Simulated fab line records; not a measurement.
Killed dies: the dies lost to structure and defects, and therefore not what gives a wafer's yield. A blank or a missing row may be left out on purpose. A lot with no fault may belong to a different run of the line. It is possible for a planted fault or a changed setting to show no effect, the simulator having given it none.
fab line records + flow nand-harc
record
- lots=6
- wafers=18
- last-day=34
route steps=1302 shown A_CONTACT@1037
lots that met no fault: taken from a fault-free run of the same line
start-h: hours from the record's opening day to when the first of the lot's shown wafers began + wait-h: hours elapsed since this lot's preceding step + " same as the row above + L1.1+2: a row that stands for several wafers + - no value, or no start given + * or withheld: withheld + < > ~ a bound
route shown NAME@n: names a module that has steps shown in the file, with the first one's number in the route + usual: the fault-free wafers' mean and standard deviation + same: alike in all rows + chamber/n: place in a boat + sites: each site's reading + _std_site: standard deviation across them + _edge_site: the outer-site mean with the inner-site mean subtracted + radius-mm: how far each site lies from the wafer's centre + mask NAME#n: copy n + behind: the most recent tool/chamber to have shaped the wafer + hold: the reason the lot was held/the length of the hold in hours/how it ended + device: whichever transistor did not switch (one of n, p or np) + end of line: the same wafers' tests at the end of the route + where a step has no rows: the recipe by itself + killed: count of dies lost to structure and defects at first sort (not the wafer's yield) + map: dies across one wafer; x = killed, . = not, _ = none there
set.NAME: the run value of the setting; set.NAME@STEP: its run value at that earlier step + model.NAME: the simulator's own value behind a step, which no gauge read
a table for each step, a row for each wafer; lots at some steps of the route
services: from which hour (start-h, from the record's first day; less than 0 if before it) a tool's chamber was out of use, for how many hours, and why
## steps
# step NHARC_A_CONTACT_PEB_67
# recipe
- peb-temp-c=100
- peb-time-s=65
# step NHARC_A_CONTACT_DEVELOP_68
# recipe
- develop-time-s=35
- dev-temp-c=23
# step NHARC_A_CONTACT_CD_MEAS_69
# recipe
- target-cd-nm=300
- landing-energy-ev=500
# usual
- cd-nm=300.1/0.53
| lot.wafer | tool      | chamber | start-h | wait-h | cd-nm |
|-----------|-----------|---------|---------|--------|-------|
| L654.1    | cd-sem-02 | 0       | 512.54  | -      | 300.3 |
| L654.4    | "         | 0       | "       | "      | 299.7 |
| L654.5    | "         | 0       | "       | "      | 300.4 |
| L661.1    | cd-sem-02 | 0       | 594.75  | -      | 300.7 |
| L661.4    | "         | 0       | "       | "      | 300.5 |
| L661.6    | "         | 0       | "       | "      | 299.9 |
| L666.3    | cd-sem-01 | 0       | 613.23  | -      | 299.9 |
| L666.4    | "         | 0       | "       | "      | 300.8 |
| L666.5    | "         | 0       | "       | "      | 300.8 |
| L665.4    | cd-sem-03 | 0       | 621.90  | -      | 299.6 |
| L665.5    | "         | 0       | "       | "      | 299.6 |
| L665.6    | "         | 0       | "       | "      | 299.0 |
| L674.2    | cd-sem-02 | 0       | 712.55  | -      | 299.9 |
| L674.5    | "         | 0       | "       | "      | 299.4 |
| L674.6    | "         | 0       | "       | "      | 299.6 |
| L677.2    | cd-sem-02 | 0       | 742.17  | -      | 301.5 |
| L677.3    | "         | 0       | "       | "      | 300.4 |
| L677.4    | "         | 0       | "       | "      | 300.6 |
# step NHARC_A_CONTACT_OVL_MEAS_70
# usual
- overlay-x-nm=0.1/0.89
- overlay-y-nm=0.1/0.93
| lot.wafer | tool       | chamber | start-h | wait-h | overlay-x-nm | overlay-y-nm |
|-----------|------------|---------|---------|--------|--------------|--------------|
| L654.1    | overlay-01 | -       | 512.63  | -      | 0.8          | 0.7          |
| L654.4    | "          | -       | "       | "      | 0.6          | 0.2          |
| L654.5    | "          | -       | "       | "      | 0.6          | 0.0          |
| L661.1    | overlay-02 | -       | 594.83  | -      | -1.2         | 0.3          |
| L661.4    | "          | -       | "       | "      | -1.5         | 0.7          |
| L661.6    | "          | -       | "       | "      | -1.2         | 0.0          |
| L666.3    | overlay-02 | -       | 613.32  | -      | -1.9         | 0.7          |
| L666.4    | "          | -       | "       | "      | -1.6         | 1.0          |
| L666.5    | "          | -       | "       | "      | -3.0         | 1.1          |
| L665.4    | overlay-02 | -       | 621.98  | -      | 0.8          | 1.0          |
| L665.5    | "          | -       | "       | "      | 0.9          | 1.0          |
| L665.6    | "          | -       | "       | "      | 1.3          | 0.1          |
| L674.2    | overlay-02 | -       | 712.64  | -      | 0.8          | -0.5         |
| L674.5    | "          | -       | "       | "      | 0.7          | -1.0         |
| L674.6    | "          | -       | "       | "      | 0.5          | -1.1         |
| L677.2    | overlay-01 | -       | 742.26  | -      | -0.2         | -1.5         |
| L677.3    | "          | -       | "       | "      | 0.5          | -2.0         |
| L677.4    | "          | -       | "       | "      | 0.4          | -1.9         |
# step NHARC_A_CONTACT_INSPECT_71
# usual
- raw-defect-count=79/36
| lot.wafer | tool              | chamber | start-h | wait-h | raw-defect-count |
|-----------|-------------------|---------|---------|--------|------------------|
| L654.1    | defect-inspect-02 | -       | 512.68  | 0.1    | 91               |
| L654.4    | "                 | -       | "       | "      | 82               |
| L654.5    | "                 | -       | "       | "      | 117              |
| L661.1    | defect-inspect-02 | -       | 594.87  | 0.0    | 73               |
| L661.4    | "                 | -       | "       | "      | 68               |
| L661.6    | "                 | -       | "       | "      | 77               |
| L666.3    | defect-inspect-01 | -       | 613.35  | 0.0    | 81               |
| L666.4    | "                 | -       | "       | "      | 75               |
| L666.5    | "                 | -       | "       | "      | 97               |
| L665.4    | defect-inspect-01 | -       | 622.02  | 0.0    | 21               |
| L665.5    | "                 | -       | "       | "      | 12               |
| L665.6    | "                 | -       | "       | "      | 7                |
| L674.2    | defect-inspect-02 | -       | 712.67  | 0.0    | 62               |
| L674.5    | "                 | -       | "       | "      | 64               |
| L674.6    | "                 | -       | "       | "      | 54               |
| L677.2    | defect-inspect-01 | -       | 742.30  | 0.0    | 90               |
| L677.3    | "                 | -       | "       | "      | 92               |
| L677.4    | "                 | -       | "       | "      | 99               |
# step NHARC_A_CONTACT_DESCUM_74
# recipe
- time-s=3
- o2-flow-sccm=200
- ar-flow-sccm=0
- bias-power-w=0
- chemistry=O2
# usual
- drypump-motor-current-A=5.79/0.28
- oes-product-au=1.001/0.0093
- rf-vpp-V=57.9/0.95
- showerhead-plenum-p-Torr=1.93/0.1
- throttle-valve-pct=11.312/0.0086
# same
- time-s=3
| lot.wafer | tool        | chamber | start-h | wait-h | drypump-motor-current-A | oes-product-au | rf-hours-counter-h | rf-vpp-V | showerhead-plenum-p-Torr | throttle-valve-pct |
|-----------|-------------|---------|---------|--------|-------------------------|----------------|--------------------|----------|--------------------------|--------------------|
| L654.1    | rie-diel-04 | 0       | 512.76  | 0.1    | 5.83                    | 1.000          | 27                 | 59.1     | 2.01                     | 11.314             |
| L654.4    | "           | 1       | "       | "      | 5.49                    | 0.999          | 28                 | 57.9     | 2.02                     | 11.319             |
| L654.5    | "           | 3       | "       | "      | 5.92                    | 0.980          | -                  | 56.9     | 1.88                     | 11.307             |
| L661.4    | rie-diel-04 | 0       | 594.93  | 0.1    | 5.79                    | 1.001          | 6                  | 57.3     | 2.01                     | 11.307             |
| L661.1    | "           | 2       | "       | "      | 5.63                    | 1.017          | 6                  | 57.5     | 2.03                     | 11.325             |
| L661.6    | "           | 1       | "       | "      | 5.50                    | 1.004          | -                  | 60.2     | 2.01                     | 11.311             |
| L666.3    | rie-diel-04 | 3       | 613.42  | 0.1    | 5.92                    | 1.001          | 12                 | 57.0     | 1.88                     | 11.313             |
| L666.5    | "           | 2       | "       | "      | 5.62                    | 0.996          | -                  | 58.2     | 2.03                     | 11.313             |
| L666.4    | "           | 3       | "       | "      | 5.97                    | 0.994          | -                  | 57.4     | 1.88                     | 11.303             |
| L665.4    | rie-diel-04 | 0       | 622.09  | 0.1    | 5.78                    | 0.999          | 14                 | 57.6     | 2.01                     | 11.304             |
| L665.6    | "           | 3       | "       | "      | 5.95                    | 0.991          | -                  | 57.8     | 1.88                     | 11.302             |
| L665.5    | "           | 0       | "       | "      | 5.79                    | 0.992          | -                  | 58.1     | 2.01                     | 11.302             |
| L674.2    | rie-diel-02 | 3       | 712.75  | 0.1    | 5.92                    | 1.002          | 50                 | 57.6     | 2.02                     | 11.310             |
| L674.6    | "           | 1       | "       | "      | 5.94                    | 1.012          | -                  | 57.4     | 1.83                     | 11.313             |
| L674.5    | "           | 2       | "       | "      | 5.09                    | 1.014          | -                  | 58.5     | 2.06                     | 11.329             |
| L677.4    | rie-diel-05 | 3       | 742.36  | 0.1    | 5.86                    | 0.999          | 54                 | 57.8     | 1.94                     | 11.330             |
| L677.3    | "           | 1       | "       | "      | 6.02                    | 1.001          | 49                 | 58.1     | 1.78                     | 11.312             |
| L677.2    | "           | 2       | "       | "      | 6.08                    | 0.994          | 50                 | 58.5     | 2.01                     | 11.315             |
# step NHARC_A_CONTACT_ETCH_75
# recipe
- target-depth-a=390
- over-etch-frac=0.3
- time-s=65
- ion-energy-ev=80
- cf4-flow-sccm=150
- ar-flow-sccm=0
- rf-w=300
- bias-w=100
- chemistry=CF4
# usual
- bias-w=100.0/0.3
- cf4-flow-sccm=150.0/0.54
- drypump-motor-current-A=5.79/0.28
- oes-product-au=1.003/0.0095
- rf-fwd-power-W=297.3/0.95
- rf-vpp-V=151.6/1.4
- showerhead-plenum-p-Torr=1.79/0.089
- throttle-valve-pct=13.283/0.0084
# same
- time-s=65
| lot.wafer | tool        | chamber | start-h | wait-h | bias-w | cf4-flow-sccm | drypump-motor-current-A | oes-product-au | rf-fwd-power-W | rf-hours-counter-h | rf-vpp-V | showerhead-plenum-p-Torr | throttle-valve-pct |
|-----------|-------------|---------|---------|--------|--------|---------------|-------------------------|----------------|----------------|--------------------|----------|--------------------------|--------------------|
| L654.1    | rie-diel-04 | 0       | 512.83  | 0.1    | 100.7  | 150.0         | 5.80                    | 0.986          | 296.4          | 27                 | 151.9    | 1.85                     | 13.283             |
| L654.4    | "           | 2       | "       | "      | 100.0  | 149.9         | 5.61                    | 1.000          | 299.6          | 23                 | 152.5    | 1.87                     | 13.284             |
| L654.5    | "           | 3       | "       | "      | 99.7   | 149.6         | 5.91                    | 0.981          | 297.0          | -                  | 151.2    | 1.74                     | 13.265             |
| L661.1    | rie-diel-04 | 2       | 595.03  | 0.1    | 99.7   | 150.9         | 5.62                    | 1.007          | 299.4          | 6                  | 151.9    | 1.87                     | 13.268             |
| L661.4    | "           | 3       | "       | "      | 100.2  | 150.9         | 5.91                    | 0.997          | 298.2          | 7                  | 150.2    | 1.74                     | 13.266             |
| L661.6    | "           | 0       | "       | "      | 100.5  | 151.3         | 5.81                    | 1.004          | 296.8          | -                  | 151.1    | 1.85                     | 13.279             |
| L666.3    | rie-diel-04 | 0       | 613.51  | 0.1    | 99.8   | 150.5         | 5.78                    | 1.006          | 297.5          | 12                 | 152.3    | 1.85                     | 13.276             |
| L666.5    | "           | 0       | "       | "      | 99.7   | 150.0         | 5.77                    | 0.997          | 297.1          | -                  | 150.8    | 1.85                     | 13.280             |
| L666.4    | "           | 3       | "       | "      | 99.6   | 149.3         | 5.94                    | 0.994          | 297.9          | -                  | 151.1    | 1.74                     | 13.282             |
| L665.4    | rie-diel-04 | 0       | 622.16  | 0.1    | 99.7   | 150.2         | 5.76                    | 0.995          | 296.9          | 14                 | 153.2    | 1.85                     | 13.278             |
| L665.6    | "           | 0       | "       | "      | 99.7   | 149.8         | 5.77                    | 0.987          | 298.0          | -                  | 152.7    | 1.85                     | 13.284             |
| L665.5    | "           | 1       | "       | "      | 99.7   | 149.6         | 5.50                    | 1.010          | 295.6          | -                  | 151.9    | 1.85                     | 13.303             |
| L674.2    | rie-diel-02 | 1       | 712.83  | 0.1    | 99.8   | 149.5         | 5.90                    | 1.028          | 296.7          | 48                 | 151.0    | 1.69                     | 13.275             |
| L674.5    | "           | 0       | "       | "      | 100.2  | 149.8         | 6.22                    | 1.018          | 298.0          | -                  | 150.9    | 1.65                     | 13.284             |
| L674.6    | "           | 1       | "       | "      | 100.2  | 149.5         | 5.91                    | 1.030          | 296.4          | -                  | 151.0    | 1.69                     | 13.289             |
| L677.4    | rie-diel-05 | 1       | 742.44  | 0.1    | 100.4  | 150.1         | 6.04                    | 0.998          | 297.9          | 49                 | 150.2    | 1.65                     | 13.287             |
| L677.3    | "           | 3       | "       | "      | 99.8   | 150.3         | 5.82                    | 0.992          | 297.1          | 54                 | 152.2    | 1.79                     | 13.279             |
| L677.2    | "           | 0       | "       | "      | 99.8   | 150.4         | 5.78                    | 0.995          | 296.4          | 49                 | 148.5    | 1.64                     | 13.277             |
# step NHARC_A_CONTACT_ETCH_76
# recipe
- target-depth-a=2600
- over-etch-frac=0.3
- time-s=475.3
- ion-energy-ev=200
- n2-flow-sccm=150
- h2-flow-sccm=150
- ar-flow-sccm=0
- rf-w=400
- bias-w=150
- chemistry=N2/H2
# step NHARC_A_CONTACT_ETCH_77
# recipe
- target-depth-a=1089
- time-s=54.5
- cf4-flow-sccm=100
- chf3-flow-sccm=30
- ar-flow-sccm=0
- rf-w=500
- bias-w=200
- chemistry=CF4/CHF3
# step NHARC_A_CONTACT_ETCH_78
# recipe
- target-depth-a=53000
- over-etch-frac=0.3
- time-s=1378
- ion-energy-ev=150
- o2-flow-sccm=400
- cos-flow-sccm=20
- ar-flow-sccm=0
- rf-w=500
- bias-w=300
- chemistry=O2/COS
# step NHARC_A_CONTACT_ETCH_124
# recipe
- source-w=withheld
- pressure-mtorr=20
- bias-v=withheld
- time-s=140
- target-depth-a=7000
- ar-flow-sccm=withheld
- c4f8-flow-sccm=withheld
- o2-flow-sccm=withheld
- chemistry=C4F8/O2/Ar
# usual
- chamber-pressure-mTorr=20.000/0.019
- oes-air-line-au=1.002/0.02
# same
- time-s=140
| lot.wafer | tool            | chamber | start-h | wait-h | chamber-pressure-mTorr | oes-air-line-au | rf-hours-counter-h |
|-----------|-----------------|---------|---------|--------|------------------------|-----------------|--------------------|
| L654.1    | har-cap-etch-02 | 0       | 514.32  | -      | 20.013                 | 0.996           | 84                 |
| L654.4    | "               | 1       | "       | "      | 19.978                 | 1.005           | -                  |
| L654.5    | "               | 0       | "       | "      | 20.006                 | 1.014           | -                  |
| L661.1    | har-cap-etch-02 | 0       | 596.67  | -      | 20.016                 | 0.985           | 98                 |
| L661.4    | "               | 1       | "       | "      | 19.972                 | 0.966           | -                  |
| L661.6    | "               | 0       | "       | "      | 19.963                 | 0.998           | -                  |
| L666.4    | har-cap-etch-01 | 1       | 615.70  | -      | 19.998                 | 1.001           | -                  |
| L666.3    | "               | 0       | "       | "      | 19.997                 | 1.023           | -                  |
| L666.5    | "               | 0       | "       | "      | 19.993                 | 1.038           | -                  |
| L665.4    | har-cap-etch-02 | 1       | 623.74  | -      | 20.006                 | 0.983           | -                  |
| L665.5    | "               | 0       | "       | "      | 20.006                 | 1.031           | -                  |
| L665.6    | "               | 1       | "       | "      | 20.002                 | 1.010           | -                  |
| L674.2    | har-cap-etch-03 | 1       | 714.27  | -      | 20.004                 | 1.045           | 78                 |
| L674.5    | "               | 1       | "       | "      | 20.003                 | 1.031           | -                  |
| L674.6    | "               | 0       | "       | "      | 19.993                 | 0.985           | -                  |
| L677.2    | har-cap-etch-03 | 0       | 743.95  | -      | 19.988                 | 1.002           | 83                 |
| L677.4    | "               | 1       | "       | "      | 19.991                 | 1.034           | -                  |
| L677.3    | "               | 0       | "       | "      | 20.016                 | 1.018           | -                  |
# step NHARC_A_CONTACT_ETCH_125
# recipe
- source-w=withheld
- pressure-mtorr=20
- bias-v=3000
- time-s=197
- target-depth-a=19180
- ar-flow-sccm=withheld
- c4f8-flow-sccm=withheld
- o2-flow-sccm=withheld
- chemistry=C4F8/O2/Ar
# usual
- chamber-pressure-mTorr=20.000/0.019
- oes-air-line-au=1.000/0.022
# same
- time-s=197
| lot.wafer | tool            | chamber | start-h | wait-h | chamber-pressure-mTorr | oes-air-line-au | rf-hours-counter-h |
|-----------|-----------------|---------|---------|--------|------------------------|-----------------|--------------------|
| L654.1    | har-cap-etch-02 | 0       | 514.52  | 0.2    | 19.978                 | 0.978           | 85                 |
| L654.4    | "               | 1       | "       | "      | 20.029                 | 1.012           | -                  |
| L654.5    | "               | 0       | "       | "      | 20.024                 | 1.024           | -                  |
| L661.1    | har-cap-etch-02 | 0       | 596.87  | 0.2    | 19.973                 | 0.974           | 98                 |
| L661.4    | "               | 1       | "       | "      | 20.003                 | 1.023           | -                  |
| L661.6    | "               | 0       | "       | "      | 20.022                 | 0.961           | -                  |
| L666.4    | har-cap-etch-01 | 1       | 615.89  | 0.2    | 19.974                 | 0.954           | -                  |
| L666.3    | "               | 0       | "       | "      | 20.032                 | 0.998           | -                  |
| L666.5    | "               | 0       | "       | "      | 19.975                 | 0.994           | -                  |
| L665.4    | har-cap-etch-02 | 1       | 623.93  | 0.2    | 20.004                 | 0.976           | -                  |
| L665.5    | "               | 0       | "       | "      | 20.007                 | 0.991           | -                  |
| L665.6    | "               | 1       | "       | "      | 20.021                 | 0.986           | -                  |
| L674.2    | har-cap-etch-03 | 1       | 714.47  | 0.2    | 19.990                 | 0.994           | 78                 |
| L674.5    | "               | 1       | "       | "      | 20.019                 | 1.001           | -                  |
| L674.6    | "               | 0       | "       | "      | 20.003                 | 0.968           | -                  |
| L677.2    | har-cap-etch-03 | 0       | 744.15  | 0.2    | 20.006                 | 0.979           | 84                 |
| L677.4    | "               | 1       | "       | "      | 19.995                 | 1.027           | -                  |
| L677.3    | "               | 0       | "       | "      | 19.969                 | 0.963           | -                  |
# step NHARC_A_CONTACT_ETCH_126
# recipe
- source-w=withheld
- pressure-mtorr=20
- bias-v=3000
- time-s=197
- target-depth-a=19180
- ar-flow-sccm=withheld
- c4f8-flow-sccm=withheld
- o2-flow-sccm=withheld
- chemistry=C4F8/O2/Ar
# usual
- chamber-pressure-mTorr=19.999/0.021
- oes-air-line-au=1.000/0.02
- time-s=197/0
| lot.wafer | tool            | chamber | start-h | wait-h | chamber-pressure-mTorr | oes-air-line-au | rf-hours-counter-h | time-s |
|-----------|-----------------|---------|---------|--------|------------------------|-----------------|--------------------|--------|
| L654.1    | har-cap-etch-02 | 0       | 514.69  | 0.1    | 20.005                 | 0.991           | 85                 | 197    |
| L654.4    | "               | 1       | "       | "      | 19.976                 | 0.976           | -                  | 197    |
| L654.5    | "               | 0       | "       | "      | 20.023                 | 1.005           | -                  | 197    |
| L661.1    | har-cap-etch-02 | 0       | 597.05  | 0.1    | 20.015                 | 0.954           | 99                 | 197    |
| L661.4    | "               | 1       | "       | "      | 19.994                 | 1.000           | -                  | 197    |
| L661.6    | "               | 0       | "       | "      | 20.022                 | 1.016           | -                  | 197    |
| L666.4    | har-cap-etch-01 | 1       | 616.07  | 0.1    | -                      | -               | -                  | -      |
| L666.3    | "               | 0       | "       | "      | -                      | -               | -                  | -      |
| L666.5    | "               | 0       | "       | "      | -                      | -               | -                  | -      |
| L665.4    | har-cap-etch-02 | 1       | 624.10  | 0.1    | -                      | -               | -                  | -      |
| L665.5    | "               | 0       | "       | "      | -                      | -               | -                  | -      |
| L665.6    | "               | 1       | "       | "      | -                      | -               | -                  | -      |
| L674.2    | har-cap-etch-03 | 1       | 714.65  | 0.1    | 20.000                 | 1.036           | 78                 | 197    |
| L674.5    | "               | 1       | "       | "      | 20.009                 | 1.012           | -                  | 197    |
| L674.6    | "               | 0       | "       | "      | 19.992                 | 0.989           | -                  | 197    |
| L677.2    | har-cap-etch-03 | 0       | 744.32  | 0.1    | 20.007                 | 1.026           | 84                 | 197    |
| L677.4    | "               | 1       | "       | "      | 19.986                 | 1.001           | -                  | 197    |
| L677.3    | "               | 0       | "       | "      | 20.002                 | 1.034           | -                  | 197    |
# step NHARC_A_CONTACT_ETCH_127
# recipe
- source-w=withheld
- pressure-mtorr=20
- bias-v=3000
- time-s=197
- target-depth-a=19180
- ar-flow-sccm=withheld
- c4f8-flow-sccm=withheld
- o2-flow-sccm=withheld
- chemistry=C4F8/O2/Ar
# usual
- chamber-pressure-mTorr=20.000/0.018
- oes-air-line-au=1.003/0.019
# same
- time-s=197
| lot.wafer | tool            | chamber | start-h | wait-h | chamber-pressure-mTorr | oes-air-line-au | rf-hours-counter-h |
|-----------|-----------------|---------|---------|--------|------------------------|-----------------|--------------------|
| L654.1    | har-cap-etch-02 | 0       | 514.87  | 0.1    | 19.989                 | 1.016           | 85                 |
| L654.4    | "               | 1       | "       | "      | 20.016                 | 1.062           | -                  |
| L654.5    | "               | 0       | "       | "      | 19.980                 | 1.024           | -                  |
| L661.1    | har-cap-etch-02 | 0       | 597.23  | 0.2    | 19.983                 | 1.010           | 99                 |
| L661.4    | "               | 1       | "       | "      | 19.999                 | 1.045           | -                  |
| L661.6    | "               | 0       | "       | "      | 20.023                 | 1.022           | -                  |
| L666.4    | har-cap-etch-01 | 1       | 616.24  | 0.1    | 19.999                 | 1.006           | -                  |
| L666.3    | "               | 0       | "       | "      | 19.987                 | 0.996           | -                  |
| L666.5    | "               | 0       | "       | "      | 20.055                 | 1.009           | -                  |
| L665.4    | har-cap-etch-02 | 1       | 624.28  | 0.1    | 20.019                 | 1.013           | -                  |
| L665.5    | "               | 0       | "       | "      | 19.998                 | 1.017           | -                  |
| L665.6    | "               | 1       | "       | "      | 20.003                 | 0.984           | -                  |
| L674.2    | har-cap-etch-03 | 1       | 714.82  | 0.1    | 20.007                 | 0.991           | 79                 |
| L674.5    | "               | 1       | "       | "      | 19.976                 | 1.028           | -                  |
| L674.6    | "               | 0       | "       | "      | 19.998                 | 0.989           | -                  |
| L677.2    | har-cap-etch-03 | 0       | 744.50  | 0.1    | 20.008                 | 1.011           | 84                 |
| L677.4    | "               | 1       | "       | "      | 19.988                 | 1.007           | -                  |
| L677.3    | "               | 0       | "       | "      | 20.016                 | 1.024           | -                  |
## services
| tool            | chamber | start-h | hours | kind                          |
|-----------------|---------|---------|-------|-------------------------------|
| har-cap-etch-01 | -       | 497.46  | 17.0  | pm                            |
| rie-diel-04     | 0       | 511.49  | -     | clean                         |
| rie-diel-04     | 1       | 511.49  | -     | clean                         |
| rie-diel-04     | 2       | 511.49  | -     | clean                         |
| rie-diel-04     | 3       | 511.49  | -     | clean                         |
| rie-diel-04     | -       | 532.41  | 9.0   | pm                            |
| rie-diel-04     | 0       | 532.41  | 9.0   | vent-cycle                    |
| rie-diel-04     | 1       | 532.41  | 9.0   | vent-cycle                    |
| rie-diel-04     | 2       | 532.41  | 9.0   | vent-cycle                    |
| rie-diel-04     | 3       | 532.41  | 9.0   | vent-cycle                    |
| rie-diel-04     | 0       | 541.41  | -     | clean                         |
| rie-diel-04     | 1       | 541.41  | -     | clean                         |
| rie-diel-04     | 2       | 541.41  | -     | clean                         |
| rie-diel-04     | 2       | 541.41  | -     | consumable-replace:focus-ring |
| rie-diel-04     | 3       | 541.41  | -     | clean                         |
| rie-diel-04     | 0       | 565.91  | -     | clean                         |
| rie-diel-04     | 1       | 565.91  | -     | clean                         |
| rie-diel-04     | 2       | 565.91  | -     | clean                         |
| rie-diel-04     | 3       | 565.91  | -     | clean                         |
| rie-diel-02     | -       | 577.30  | 9.0   | pm                            |
| rie-diel-05     | -       | 583.76  | 9.0   | pm                            |
| rie-diel-05     | 0       | 618.01  | 5.8   | repair                        |
| rie-diel-04     | -       | 709.41  | 9.0   | pm                            |
| rie-diel-05     | 3       | 729.23  | 4.2   | repair                        |
## key
first-sign
- step=NHARC_A_CONTACT_ETCH_126
- reading=tool-record
- direction=missing
effect none on later readings
met-at NHARC_A_CONTACT_ETCH_126
struck-wafers L665.4,L665.5,L665.6,L666.3,L666.4,L666.5
later-rows-left-out L665.4,L665.5,L665.6,L666.3,L666.4,L666.5
sort-left-out L665.4,L665.5,L665.6,L666.3,L666.4,L666.5
tester-left-out L665,L666
onset-between 597.05 616.07
fault
- kind=skipped-step-whole
- tool=har-cap-etch-01,har-cap-etch-02
- chamber=-
- onset-h=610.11
- steps=NHARC_A_CONTACT_ETCH_126
- scope=struck-lots-only
# tester-left-out: of these lots the tester's yield and bins aren't shown, on N5 and GAA mostly nor the transistor test; their killed dies are dies lost to structure and defects alone, not to doping, threshold or leakage, so they don't give the yield
# sort-left-out: the simulated sort isn't trusted on such a fault, so these wafers' sort isn't shown, and their yield isn't known
# later-rows-left-out: the simulator's readings of these wafers behind a module that went badly wrong aren't trusted and aren't shown, but for the sort
